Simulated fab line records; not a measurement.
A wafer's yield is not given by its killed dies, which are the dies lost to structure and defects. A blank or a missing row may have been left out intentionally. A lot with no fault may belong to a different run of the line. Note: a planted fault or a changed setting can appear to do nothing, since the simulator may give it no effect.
Struck lot and sound lot, side by side || flow nand harc || 40 steps out of a route of 1302
Sound: wafers L645.1, L645.4, L645.6. Wafers L655.1, L655.3, L655.4 were the ones struck. The cause comes at the end.
At each step with rows: each side's tool, then ch and its chambers, then its first start. Under that, the readings that differ: sound wafers || struck wafers || difference of the means || sigmas: that difference in standard deviations of wafers without a fault.
alike: same words and numbers on both sides, and readings whose means sit less than 2 such deviations apart. not compared: any withheld reading, any reading some wafer has no value for, any bound like >300 that may hide the same value, and any number with overlapping values for which the record gives no deviation.
Wherever a step has rows on one side only, a row that says differs or no value, or a row with sigmas, the two part there. Numbers that have no deviation but don't overlap get no sigmas and don't part them. A reading that every wafer of one side lacks parts them only if that side has two wafers or more.

NHARC_P_ZERO_WELL_CD_MEAS_24: the cd target is 720 nm.
  sound on cd sem-03 ch 0, day 4 00:35; struck on cd sem-02 ch 0, day 8 04:35
  alike: cd nm
then, 1 step without rows for these wafers: NHARC_P_ZERO_WELL_HARDBAKE_25 (time 80 s).
NHARC_P_ZERO_WELL_DESCUM_26: chemistry O2, time 3 s.
  sound on rie diel-07 ch 1,2,3, day 4 00:46; struck on rie diel-01 ch 0,1,2, day 8 04:44
  alike: drypump motor current A, oes product au, rf vpp V, showerhead plenum p Torr, throttle valve pct
  not compared: rf hours counter h
then, 9 steps without rows for these wafers: NHARC_P_ZERO_WELL_IMPLANT_27; NHARC_P_ZERO_WELL_IMPLANT_57; NHARC_P_ZERO_WELL_IMPLANT_58; NHARC_P_ZERO_WELL_STRIP_28 (strips in SPM, time 840 s); NHARC_P_ZERO_WELL_DEHYDRATE_29 (time 120 s); NHARC_P_ZERO_WELL_HMDS_30 (time 30 s); NHARC_P_ZERO_WELL_COAT_31; NHARC_P_ZERO_WELL_SOFTBAKE_32 (time 95 s); NHARC_P_ZERO_WELL_EBR_33.
NHARC_P_ZERO_WELL_EXPOSE_34: exposes mask P PWELL, target cd 720 nm.
  sound on krf scanner-02 ch 0, day 4 02:04; struck on krf scanner-02, day 8 06:04
  no value came back on the struck wafers for exposure dose mJ cm2, focus offset nm (nm), reticle temp C (C); on the sound wafers exposure dose mJ cm2 reads 22.317 22.277 22.312
  alike: mask
then, 2 steps without rows for these wafers: NHARC_P_ZERO_WELL_PEB_35 (peb time 85 s); NHARC_P_ZERO_WELL_DEVELOP_36 (time 70 s).
NHARC_P_ZERO_WELL_CD_MEAS_37: the cd target is 720 nm.
  sound on cd sem-03 ch 0, day 4 02:13; struck on cd sem-02 ch 0, day 8 06:13
{"reading": "cd nm (nm)", "sound": "718.7 719.0 718.4", "struck": "- - -", "difference": "no value on the struck wafers", "sigmas": ""}
then, 1 step without rows for these wafers: NHARC_P_ZERO_WELL_HARDBAKE_38 (time 80 s).
NHARC_P_ZERO_WELL_DESCUM_39: chemistry O2, time 3 s.
  sound on rie diel-04 ch 0,3, day 4 02:23; struck on rie diel-04 ch 0,1,2, day 8 06:23
  alike: drypump motor current A, oes product au, rf vpp V, showerhead plenum p Torr, throttle valve pct
  not compared: rf hours counter h
then, 12 steps without rows for these wafers: NHARC_P_ZERO_WELL_IMPLANT_40; NHARC_P_ZERO_WELL_IMPLANT_59; NHARC_P_ZERO_WELL_IMPLANT_60; NHARC_P_ZERO_WELL_STRIP_41 (strips in SPM, time 840 s); NHARC_P_ZERO_WELL_DEHYDRATE_44 (time 120 s); NHARC_P_ZERO_WELL_HMDS_45 (time 30 s); NHARC_P_ZERO_WELL_COAT_46; NHARC_P_ZERO_WELL_SOFTBAKE_47 (time 95 s); NHARC_P_ZERO_WELL_EBR_48; NHARC_P_ZERO_WELL_EXPOSE_49 (exposes mask P HVPW, target cd 2000 nm); NHARC_P_ZERO_WELL_PEB_50 (peb time 85 s); NHARC_P_ZERO_WELL_DEVELOP_51 (time 70 s).
NHARC_P_ZERO_WELL_CD_MEAS_52: the cd target is 2000 nm.
  sound on cd sem-01 ch 0, day 4 03:44; struck on cd sem-03 ch 0, day 8 07:51
  alike: cd nm
then, 1 step without rows for these wafers: NHARC_P_ZERO_WELL_HARDBAKE_53 (time 80 s).
NHARC_P_ZERO_WELL_DESCUM_54: chemistry O2, time 3 s.
  sound on rie diel-04 ch 0,1,2, day 4 03:56; struck on rie diel-01 ch 0,1,3, day 8 08:01
  alike: drypump motor current A, oes product au, rf vpp V, showerhead plenum p Torr, throttle valve pct
  not compared: rf hours counter h
then, 5 steps without rows for these wafers: NHARC_P_ZERO_WELL_IMPLANT_55; NHARC_P_ZERO_WELL_IMPLANT_61; NHARC_P_ZERO_WELL_STRIP_56 (strips in SPM, time 840 s); NHARC_P_ZERO_WELL_PRECLEAN_68 (cleans in SC1, time 60 s); NHARC_P_ZERO_WELL_SRD_69.
NHARC_P_ZERO_WELL_RTA_42: time 300 s.
  sound on rtp anneal-02 ch 0, day 4 04:53; struck on rtp anneal-02 ch 0, day 8 08:59
  alike: lamp power pct, lamp_zone_4_pct, wafer_temp_C_max
NHARC_P_ZERO_WELL_INSPECT_43:
  sound on defect inspect-01, day 4 05:34; struck on defect inspect-02, day 8 09:40
{"reading": "raw defect count", "sound": "4 8 18", "struck": "1103 1009 1080", "difference": "+1054", "sigmas": "+99 or more"}

== WHERE THEY PART ==
Earliest at NHARC_P_ZERO_WELL_EXPOSE_34; latest, in this record, at NHARC_P_ZERO_WELL_INSPECT_43.

WHY: what the simulator had put in
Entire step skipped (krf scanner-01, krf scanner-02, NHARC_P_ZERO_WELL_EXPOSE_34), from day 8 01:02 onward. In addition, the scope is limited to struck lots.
